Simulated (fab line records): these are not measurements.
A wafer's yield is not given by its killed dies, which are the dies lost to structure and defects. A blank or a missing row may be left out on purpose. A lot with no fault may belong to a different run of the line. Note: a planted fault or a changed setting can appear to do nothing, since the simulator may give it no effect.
fab line records | flow n5-finfet
[record] lots = 12 | wafers = 35 | last-day = 17
route steps=1938 shown BEOL_M15@1814 MIM_TOP_ETCH@1853 TV_LITHO@1884 PASSIVATION@1909
lots that met no fault: from a run of the same line without faults
start-h: start of the lot's first displayed wafer, in hours after the record's first day | wait-h: hours from the lot's prior step to this one | " identical to the entry in the row above | L1.1+2: a single row standing in for several wafers | - no value, or no start was given | * or withheld: withheld | < > ~ a bound
route shown NAME@n: a module of which the file shows steps, and the number in the route of the first | usual: average and standard deviation across the fault-free wafers | same: alike in all rows | chamber/n: place in a boat | sites: per-site readings | _std_site: their standard deviation | _edge_site: the outer-site mean with the inner-site mean subtracted | radius-mm: how far each site lies from the wafer's centre | mask NAME#n: copy n | behind: the most recent tool/chamber to have shaped the wafer | hold: the reason the lot was held/the length of the hold in hours/how it ended | device: which transistor (n, p or np) failed to switch | end of line: at the end of the route, the tests of the same wafers | for a step that has no rows: nothing shown but its recipe | killed: the dies lost at the first sort to structure and to defects; this is not the yield of the wafer | map: shows each die of a wafer: x if killed, . if not, _ if none is there
set.NAME: the setting as run; set.NAME@STEP: as run at that earlier step | model.NAME: the simulator's own value behind a step, which no gauge read
route steps across a sampled set of lots; one table per step, one row per wafer
services: when a tool's chamber went out of use (start-h, in hours from the record's first day, below 0 if earlier), for how many hours, and the reason
[[steps]]
[step N5_BEOL_M15_ETCH_38]
[recipe] chemistry = CF4/N2 | target = SiCN | target-depth-a = 1064 | taper-deg = 2 | time-s = 120.5 | ion-energy-ev = 150 | mask-material = SiO2 | pressure-mtorr = 40 | source-w = 430 | bias-w = 70 | Ar_flow_sccm = 100 | cf4-flow-sccm = 60 | n2-flow-sccm = 60
[usual] drypump-motor-current-A = 5.91/0.29 | oes-product-au = 0.78/0.076 | rf-vpp-V = 382.3/1.7 | showerhead-plenum-p-Torr = 2.20/0.056 | throttle-valve-pct = 15.41/0.22
lot.wafer | tool        | chamber | start-h | wait-h | drypump-motor-current-A | oes-product-au | rf-hours-counter-h | rf-vpp-V | showerhead-plenum-p-Torr | throttle-valve-pct
L720.3    | rie-diel-06 | 3       | 239.42  | -      | 5.80                    | 0.67           | 232                | 381.9    | 2.19                     | 15.86
L720.4    | "           | 2       | "       | "      | 6.04                    | 0.72           | 216                | 382.0    | 2.15                     | 15.46
L720.5    | "           | 0       | "       | "      | 5.79                    | 0.72           | -                  | 385.0    | 2.28                     | 15.55
L721.2    | rie-diel-03 | 1       | 254.33  | -      | 5.46                    | 0.68           | 228                | 382.1    | 2.17                     | 15.83
L721.4    | "           | 2       | "       | "      | 6.05                    | 0.81           | -                  | 383.0    | 2.24                     | 15.52
L721.6    | "           | 1       | "       | "      | 5.49                    | 0.67           | -                  | 381.5    | 2.18                     | 15.85
L723.1    | rie-diel-06 | 2       | 254.41  | -      | 6.00                    | 0.72           | 220                | 381.8    | 2.15                     | 15.46
L723.2    | "           | 0       | "       | "      | 5.80                    | 0.71           | 195                | 383.6    | 2.28                     | 15.56
L723.5    | "           | 1       | "       | "      | 6.50                    | 0.82           | -                  | 381.0    | 2.24                     | 15.16
L724.1    | rie-diel-03 | 0       | 266.11  | -      | 5.74                    | 0.75           | 187                | 379.5    | 2.11                     | 15.57
L724.2    | "           | 1       | "       | "      | 5.46                    | 0.67           | 232                | 381.5    | 2.17                     | 15.85
L724.6    | "           | 2       | "       | "      | 6.01                    | 0.79           | -                  | 382.6    | 2.24                     | 15.53
L726.1    | rie-diel-06 | 0       | 275.78  | -      | 5.76                    | 0.71           | 202                | 384.5    | 2.28                     | 15.59
L726.3    | "           | 3       | "       | "      | 5.78                    | 0.67           | 243                | 381.6    | 2.19                     | 15.90
L726.5    | "           | 1       | "       | "      | 6.53                    | 0.81           | -                  | 382.7    | 2.24                     | 15.16
L725.4    | rie-diel-02 | 1       | 278.91  | -      | 5.99                    | 0.81           | 95                 | 385.9    | 2.31                     | 15.25
L725.5    | "           | 2       | "       | "      | 5.97                    | 0.73           | -                  | 381.8    | 2.19                     | 15.33
L727.2    | rie-diel-06 | 2       | 298.47  | -      | 6.01                    | 0.70           | 232                | 380.2    | 2.15                     | 15.48
L727.4    | "           | 3       | "       | "      | 5.75                    | 0.66           | 249                | 381.3    | 2.19                     | 15.90
L727.6    | "           | 2       | "       | "      | 6.02                    | 0.70           | -                  | 382.0    | 2.15                     | 15.49
L735.2    | rie-diel-02 | 3       | 326.28  | -      | 6.12                    | 0.85           | 56                 | 381.1    | 2.17                     | 15.26
L735.5    | "           | 3       | "       | "      | 6.15                    | 0.85           | -                  | 381.4    | 2.17                     | 15.25
L735.6    | "           | 2       | "       | "      | 5.93                    | 0.72           | -                  | 381.1    | 2.18                     | 15.35
L733.1    | rie-diel-06 | 0       | 326.75  | -      | 5.77                    | 0.70           | 219                | 385.0    | 2.27                     | 15.62
L733.4    | "           | 3       | "       | "      | 5.76                    | 0.98           | 1                  | 382.4    | 2.19                     | 15.41
L733.6    | "           | 1       | "       | "      | 6.51                    | 0.79           | -                  | 384.2    | 2.23                     | 15.21
L734.1    | rie-diel-02 | 0       | 338.34  | -      | 5.52                    | 0.81           | 67                 | 380.7    | 2.15                     | 15.30
L734.3    | "           | 3       | "       | "      | 6.16                    | 0.84           | 60                 | 381.5    | 2.16                     | 15.26
L734.6    | "           | 1       | "       | "      | 5.98                    | 0.79           | -                  | 384.7    | 2.31                     | 15.28
L742.3    | rie-diel-02 | 0       | 386.08  | -      | 5.48                    | 0.80           | 78                 | 381.3    | 2.15                     | 15.31
L742.5    | "           | 0       | "       | "      | 5.43                    | 0.80           | -                  | 381.5    | 2.15                     | 15.30
L742.6    | "           | 1       | "       | "      | 5.98                    | 0.78           | -                  | 385.9    | 2.30                     | 15.31
L743.1    | rie-diel-03 | 2       | 389.33  | -      | 6.02                    | 0.76           | 152                | 382.6    | 2.22                     | 15.61
L743.2    | "           | 3       | "       | "      | 5.81                    | 0.86           | 32                 | 383.4    | 2.24                     | 14.96
L743.6    | "           | 3       | "       | "      | 5.84                    | 0.87           | -                  | 384.2    | 2.24                     | 14.96
[step N5_MIM_TOP_ETCH_PECVD_03]
[recipe] material = SiNx | target-thk-a = 200 | temp-c = 400 | precursor = SiH4/NH3/N2 | pressure-torr = 1.5 | rf-w = 300 | time-s = 17.6
[usual] heater-power-w = 783/81 | showerhead-plenum-p-Torr = 5.133/0.026 | throttle-valve-pct = 41.1/2.7
lot.wafer | tool     | chamber | start-h | wait-h | heater-power-w | showerhead-plenum-p-Torr | since-wet-clean-h | throttle-valve-pct
L720.3    | pecvd-03 | 0       | 248.17  | -      | 714            | 5.133                    | 952               | 40.1
L720.4    | "        | 1       | "       | "      | 688            | 5.052                    | -                 | 44.9
L720.5    | "        | 0       | "       | "      | 725            | 5.138                    | -                 | 39.9
L721.2    | pecvd-01 | 2       | 259.05  | -      | 823            | 5.127                    | 494               | 40.1
L721.4    | "        | 0       | "       | "      | 836            | 5.103                    | -                 | 39.0
L721.6    | "        | 2       | "       | "      | 823            | 5.116                    | -                 | 40.3
L723.1    | pecvd-03 | 2       | 259.27  | -      | 685            | 5.172                    | 209               | 37.8
L723.2    | "        | 0       | "       | "      | 690            | 5.132                    | 963               | 40.2
L723.5    | "        | 2       | "       | "      | 680            | 5.172                    | -                 | 37.8
L724.1    | pecvd-01 | 2       | 271.01  | -      | 717            | 5.132                    | 506               | 40.3
L724.2    | "        | 1       | "       | "      | 733            | 5.157                    | 1519              | 36.9
L724.6    | "        | 1       | "       | "      | 749            | 5.149                    | -                 | 36.8
L726.1    | pecvd-03 | 2       | 282.65  | -      | 623            | 5.194                    | 233               | 37.9
L726.3    | "        | 0       | "       | "      | 624            | 5.126                    | 987               | 40.3
L726.5    | "        | 0       | "       | "      | 619            | 5.136                    | -                 | 40.3
L725.4    | pecvd-02 | 1       | 283.77  | -      | 851            | 5.100                    | -                 | 40.7
L725.5    | "        | 2       | "       | "      | 862            | 5.149                    | -                 | 41.6
L727.2    | pecvd-01 | 2       | 304.66  | -      | 808            | 5.117                    | 539               | 40.6
L727.4    | "        | 1       | "       | "      | 746            | 5.139                    | -                 | 37.1
L727.6    | "        | 2       | "       | "      | 818            | 5.119                    | -                 | 40.3
L735.2    | pecvd-02 | 0       | 333.19  | -      | 767            | 5.157                    | 1400              | 45.6
L735.5    | "        | 2       | "       | "      | 912            | 5.161                    | -                 | 41.9
L735.6    | "        | 0       | "       | "      | 795            | 5.152                    | -                 | 46.0
L733.1    | pecvd-02 | 1       | 333.27  | -      | 885            | 5.105                    | 2125              | 40.5
L733.4    | "        | 0       | "       | "      | 715            | 5.139                    | -                 | 45.6
L733.6    | "        | 1       | "       | "      | 886            | 5.120                    | -                 | 40.7
L734.1    | pecvd-02 | 1       | 344.78  | -      | 853            | 5.113                    | 2136              | 40.7
L734.3    | "        | 2       | "       | "      | 851            | 5.161                    | 657               | 41.9
L734.6    | "        | 1       | "       | "      | 855            | 5.113                    | -                 | 40.9
L742.3    | pecvd-03 | 0       | 392.49  | -      | 632            | 5.131                    | 1096              | 40.4
L742.5    | "        | 0       | "       | "      | 645            | 5.125                    | -                 | 40.5
L742.6    | "        | 2       | "       | "      | 676            | 5.178                    | -                 | 39.0
L743.1    | pecvd-01 | 0       | 393.68  | -      | 749            | 5.114                    | 916               | 39.4
L743.2    | "        | 2       | "       | "      | 761            | 5.123                    | 628               | 40.9
L743.6    | "        | 0       | "       | "      | 738            | 5.111                    | -                 | 39.2
[step N5_PASSIVATION_OVL_MEAS_60]
[recipe] points-per-wafer = 44
[usual] TV_OVL = 3/5.4
lot.wafer | tool       | chamber | start-h | wait-h | TV_OVL[nm]
L720.3    | overlay-02 | 0       | 254.06  | 0.0    | 7
L720.4    | "          | 0       | "       | "      | 4
L720.5    | "          | 0       | "       | "      | 2
L721.2    | overlay-02 | 0       | 261.39  | 0.0    | 7
L721.4    | "          | 0       | "       | "      | 4
L721.6    | "          | 0       | "       | "      | 5
L723.1    | overlay-02 | 0       | 261.42  | 0.0    | 3
L723.2    | "          | 0       | "       | "      | 0
L723.5    | "          | 0       | "       | "      | 2
L724.1    | overlay-01 | 0       | 274.96  | 0.0    | 5
L724.2    | "          | 0       | "       | "      | 3
L724.6    | "          | 0       | "       | "      | -1
L726.1    | overlay-02 | 0       | 284.77  | 0.0    | -7
L726.3    | "          | 0       | "       | "      | -10
L726.5    | "          | 0       | "       | "      | -5
L725.4    | overlay-02 | 0       | 287.32  | 0.0    | 2
L725.5    | "          | 0       | "       | "      | 5
L727.2    | overlay-01 | 0       | 306.71  | 0.0    | 2
L727.4    | "          | 0       | "       | "      | -5
L727.6    | "          | 0       | "       | "      | 8
L735.2    | overlay-01 | 0       | 337.49  | 0.0    | 4
L735.5    | "          | 0       | "       | "      | -3
L735.6    | "          | 0       | "       | "      | 8
L733.1    | overlay-01 | 0       | 337.93  | 0.0    | -2
L733.4    | "          | 0       | "       | "      | -2
L733.6    | "          | 0       | "       | "      | 0
L734.1    | overlay-02 | 0       | 348.70  | 0.0    | 7
L734.3    | "          | 0       | "       | "      | 3
L734.6    | "          | 0       | "       | "      | 2
L742.3    | overlay-02 | 0       | 394.58  | 0.0    | -5
L742.5    | "          | 0       | "       | "      | 1
L742.6    | "          | 0       | "       | "      | -2
L743.1    | overlay-02 | 0       | 397.67  | 0.0    | 4
L743.2    | "          | 0       | "       | "      | 2
L743.6    | "          | 0       | "       | "      | -4
[step N5_PASSIVATION_AL_ETCH_33]
[recipe] chemistry = Cl2/BCl3 | target-depth-a = 28000 | over-etch-frac = 0.15 | Cl2_flow_sccm = 180 | bcl3-flow-sccm = 60 | target = Al | stop-on = TaN | time-s = 466.7 | ion-energy-ev = 100 | pressure-mtorr = 10 | icp-w = 900 | bias-w = 100
[usual] drypump-motor-current-A = 5.6/0.46 | oes-product-au = 0.68/0.05 | throttle-valve-pct = 34.2/0.33
lot.wafer | tool         | chamber | start-h | wait-h | drypump-motor-current-A | oes-product-au | rf-hours-counter-h | throttle-valve-pct
L720.3    | rie-metal-01 | 0       | 256.25  | 0.2    | 5.9                     | 0.69           | -                  | 34.0
L720.4    | "            | 1       | "       | "      | 5.2                     | 0.80           | -                  | 34.2
L720.5    | "            | 1       | "       | "      | 5.2                     | 0.79           | -                  | 34.3
L721.2    | rie-metal-01 | 0       | 263.33  | 0.1    | 5.9                     | 0.70           | 46                 | 34.0
L721.4    | "            | 0       | "       | "      | 5.9                     | 0.69           | -                  | 34.1
L721.6    | "            | 1       | "       | "      | 5.2                     | 0.79           | -                  | 34.2
L723.1    | rie-metal-02 | 1       | 263.63  | 0.1    | 5.1                     | 0.66           | 54                 | 33.9
L723.2    | "            | 0       | "       | "      | 6.2                     | 0.66           | 70                 | 34.7
L723.5    | "            | 0       | "       | "      | 6.2                     | 0.64           | -                  | 34.8
L724.1    | rie-metal-01 | 0       | 277.20  | 0.1    | 5.9                     | 0.69           | 47                 | 34.0
L724.2    | "            | 1       | "       | "      | 5.2                     | 0.78           | 12                 | 34.2
L724.6    | "            | 1       | "       | "      | 5.2                     | 0.78           | -                  | 34.2
L726.1    | rie-metal-02 | 1       | 286.48  | 0.1    | 5.2                     | 0.66           | 56                 | 33.9
L726.3    | "            | 0       | "       | "      | 6.2                     | 0.64           | -                  | 34.7
L726.5    | "            | 1       | "       | "      | 5.2                     | 0.65           | -                  | 33.9
L725.4    | rie-metal-02 | 1       | 290.98  | 0.2    | 5.2                     | 0.67           | -                  | 33.8
L725.5    | "            | 1       | "       | "      | 5.1                     | 0.66           | -                  | 33.9
L727.2    | rie-metal-02 | 1       | 308.44  | 0.1    | 5.2                     | 0.66           | 58                 | 33.9
L727.4    | "            | 0       | "       | "      | 6.2                     | 0.64           | -                  | 34.7
L727.6    | "            | 0       | "       | "      | 6.2                     | 0.65           | -                  | 34.7
L735.2    | rie-metal-01 | 0       | 339.42  | 0.1    | 5.9                     | 0.67           | 52                 | 34.1
L735.5    | "            | 1       | "       | "      | 5.2                     | 0.76           | -                  | 34.2
L735.6    | "            | 0       | "       | "      | 5.9                     | 0.68           | -                  | 34.0
L733.1    | rie-metal-02 | 0       | 339.66  | 0.1    | 6.2                     | 0.63           | 78                 | 34.7
L733.4    | "            | 1       | "       | "      | 5.1                     | 0.65           | -                  | 33.9
L733.6    | "            | 1       | "       | "      | 5.2                     | 0.65           | -                  | 33.9
L734.1    | rie-metal-01 | 1       | 350.79  | 0.1    | 5.2                     | 0.77           | 19                 | 34.2
L734.3    | "            | 1       | "       | "      | 5.2                     | 0.77           | -                  | 34.2
L734.6    | "            | 1       | "       | "      | 5.2                     | 0.76           | -                  | 34.2
L742.3    | rie-metal-02 | 0       | 396.57  | 0.2    | 6.2                     | 0.63           | -                  | 34.7
L742.5    | "            | 0       | "       | "      | 6.2                     | 0.63           | -                  | 34.7
L742.6    | "            | 1       | "       | "      | 5.2                     | 0.64           | -                  | 33.9
L743.1    | rie-metal-02 | 0       | 399.69  | 0.1    | 6.2                     | 0.63           | 85                 | 34.7
L743.2    | "            | 1       | "       | "      | 5.2                     | 0.64           | 69                 | 33.9
L743.6    | "            | 1       | "       | "      | 5.1                     | 0.63           | -                  | 33.9
[step N5_PASSIVATION_PROBE_49]
[usual] killed_at_M0_to_M3 = 35/11 | killed_at_M4_up = 13/5.7 | killed-at-contacts = 12/5.7 | killed-at-front-end = 40/11 | killed-at-other = 4/4.4 | killed-dies = 105/18 | killed-open = 68/14 | killed-short = 34/7.4
[same] gross-dies = 1180 | killed-at-back-side = 0
lot.wafer | tool      | chamber | start-h | wait-h | killed_at_M0_to_M3 | killed_at_M4_up | killed-at-contacts | killed-at-front-end | killed-at-other | killed-dies | killed-open | killed-short
L743.1    | prober-02 | -       | 405.36  | 0.0    | 25                 | 81              | 11                 | 47                  | 6               | 170         | 56          | 31
L743.2    | prober-02 | -       | 405.41  | 0.1    | 39                 | 95              | 14                 | 24                  | 0               | 172         | 62          | 20
L743.6    | prober-02 | -       | 405.61  | 0.3    | 31                 | 107             | 19                 | 42                  | 4               | 203         | 65          | 34
// killed by level:class
L743.1 BEOL_M15:unspecified=72 STI_FIN_REVEAL:geometric-particle:open=12 BEOL_M3:geometric-particle:open=12 FIN_SAQP:geometric-particle:short=8 HKMG_FIN:area-etch=8 MOL_CONTACT_COAG:geometric-particle:open=7 FIN_SAQP:geometric-particle:open=6 BEOL_M2:geometric-particle:open=5
L743.2 BEOL_M15:unspecified=90 BEOL_M3:geometric-particle:open=17 MOL_CONTACT_COAG:geometric-particle:open=8 FIN_SAQP:geometric-particle:open=7 MOL_CONTACT_COAG:geometric-particle:short=6 BEOL_M1:geometric-particle:open=5 BEOL_M2:geometric-particle:open=5 BEOL_M3:geometric-particle:short=5
L743.6 BEOL_M15:unspecified=98 MOL_CONTACT_COAG:geometric-particle:open=13 BEOL_M3:geometric-particle:open=11 BEOL_M2:geometric-particle:open=7 GATE_CUT:geometric-particle:open=6 MOL_CONTACT_COAG:geometric-particle:short=6 BEOL_M1:geometric-particle:open=6 HKMG_FIN:area-etch=6
[[services]]
tool         | chamber | start-h | hours | kind
pecvd-02     | -       | 217.23  | 0.5   | repair
rie-diel-03  | -       | 220.73  | 0.9   | repair
pecvd-03     | 0       | 225.35  | 14.4  | repair
rie-diel-02  | 3       | 229.20  | 1.3   | repair
pecvd-03     | 1       | 237.13  | 6.8   | repair
rie-diel-03  | 0       | 237.94  | 16.9  | repair
rie-metal-01 | -       | 242.11  | 2.8   | pm
pecvd-01     | 0       | 245.86  | 8.9   | repair
rie-metal-02 | -       | 268.80  | 1.4   | pm
rie-diel-06  | 3       | 300.38  | -     | clean
rie-diel-06  | 3       | 300.38  | -     | consumable-replace:focus-ring
rie-diel-06  | 3       | 300.38  | 24.3  | scheduled-down
rie-diel-06  | 3       | 300.38  | 24.3  | vent-cycle
pecvd-02     | -       | 322.09  | 5.5   | pm
pecvd-02     | -       | 333.66  | 1.2   | repair
rie-metal-01 | 0       | 341.88  | 13.9  | repair
rie-diel-02  | 2       | 343.65  | 3.2   | repair
rie-diel-06  | 2       | 347.95  | -     | clean
rie-diel-06  | 2       | 347.95  | -     | consumable-replace:focus-ring
rie-diel-06  | 2       | 347.95  | 19.7  | scheduled-down
pecvd-03     | 0       | 359.27  | 7.5   | repair
rie-diel-03  | 1       | 367.60  | 2.7   | repair
rie-diel-02  | 0       | 372.38  | 12.3  | repair
pecvd-01     | -       | 375.46  | 7.3   | repair
[[key]]
[first-sign] step = N5_PASSIVATION_PROBE_49 | reading = killed_at_M4_up | direction = up | sigmas = 14 | usual = 13 | struck = 94
[effect] step = N5_PASSIVATION_PROBE_49 | reading = killed-dies | direction = up | sigmas = 4.4 | usual = 105 | struck = 182
[more-kills-born-at] N5_BEOL_M15_ETCH_38@rie-diel-03 = 260
met-at N5_BEOL_M15_ETCH_38
struck-lots L743
tester-left-out L743
not-acting-at N5_MIM_TOP_ETCH_PECVD_03,N5_PASSIVATION_OVL_MEAS_60,N5_PASSIVATION_AL_ETCH_33
onset-between 266.11 389.33
also-fits time
[earlier-fault] kind = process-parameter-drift | tool = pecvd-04 | chamber = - | onset-h = 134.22 | steps = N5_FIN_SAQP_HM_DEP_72 | channel = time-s | offset = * | shape = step | acts-in = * | stated = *
[fault] kind = chamber-particle-source | tool = rie-diel-03 | chamber = - | onset-h = 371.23 | steps = N5_BEOL_M15_ETCH_38 | rate-per-visit-cm2 = 0.4142
// tester-left-out: of these lots the tester's yield and bins aren't shown, on N5 and GAA mostly nor the transistor test; their killed dies are dies lost to structure and defects alone, not to doping, threshold or leakage, so they don't give the yield
